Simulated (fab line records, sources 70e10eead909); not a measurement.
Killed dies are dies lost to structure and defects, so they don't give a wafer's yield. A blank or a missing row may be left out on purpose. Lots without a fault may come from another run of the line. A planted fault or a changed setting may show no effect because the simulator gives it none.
Chamber matching | flow nand_harc | NHARC_P_CONTACT_CMP_24 on cmp-04: 4 sister chambers
The step polishes, t overpolish 30 s, target thk 200 nm. 8 wafers are shown with their chamber, then 9 later ones without.

WAFERS WITH THEIR CHAMBER
wafer  | chamber | time_to_endpoint_s (s) | motor_current_A (A)
L079.5 | 3       | 38.4                   | 11.5
L083.1 | 1       | 41.6                   | 11.1
L089.1 | 0       | 40.3                   | 11.0
L089.4 | 3       | 37.5                   | 11.8
L089.5 | 2       | 36.3                   | 11.2
L090.1 | 0       | 38.2                   | 10.7
L090.5 | 2       | 36.7                   | 11.7
L090.6 | 1       | 40.0                   | 10.3

WAFERS WITHOUT THEIR CHAMBER
wafer  | time_to_endpoint_s (s) | motor_current_A (A)
L092.1 | 42.2                   | 10.8
L092.3 | 38.5                   | 11.1
L092.5 | 42.0                   | 10.8
L093.2 | 40.3                   | 10.3
L093.3 | 36.2                   | 10.9
L093.6 | 38.1                   | 11.0
L097.1 | 36.5                   | 11.3
L097.2 | 40.5                   | 11.5
L097.3 | 37.2                   | 11.7

WHICH CHAMBER EACH WENT THROUGH
wafer  | from the rows above               | in truth
L092.1 | can't be placed: 1 or 0           | 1
L092.3 | can't be placed: 0 or 3 or 2 or 1 | 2
L092.5 | can't be placed: 1 or 0           | 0
L093.2 | can't be placed: 1 or 0           | 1
L093.3 | can't be placed: 2 or 3 or 0      | 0
L093.6 | can't be placed: 0 or 3 or 2 or 1 | 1
L097.1 | can't be placed: 2 or 3           | 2
L097.2 | can't be placed: 0 or 1 or 3 or 2 | 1
L097.3 | can't be placed: 3 or 2           | 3
Placed correctly: 0 of 9. Can't be placed from these rows: 9 (the true chamber is among the candidates in 9). Placed wrongly: 0.
How it was worked out, from the rows above alone: a wafer's distance from a chamber is the root of the sum, over the readings, of the square of ((its reading less the chamber's mean) divided by the reading's scatter). The wafer belongs to the nearest chamber; if the next one is less than 2 further off, it can't be placed. A chamber's mean is the mean of its shown wafers. The scatter: the root of (the sum of the squares of (reading less its chamber's mean) over the shown wafers, divided by (wafers less chambers)).
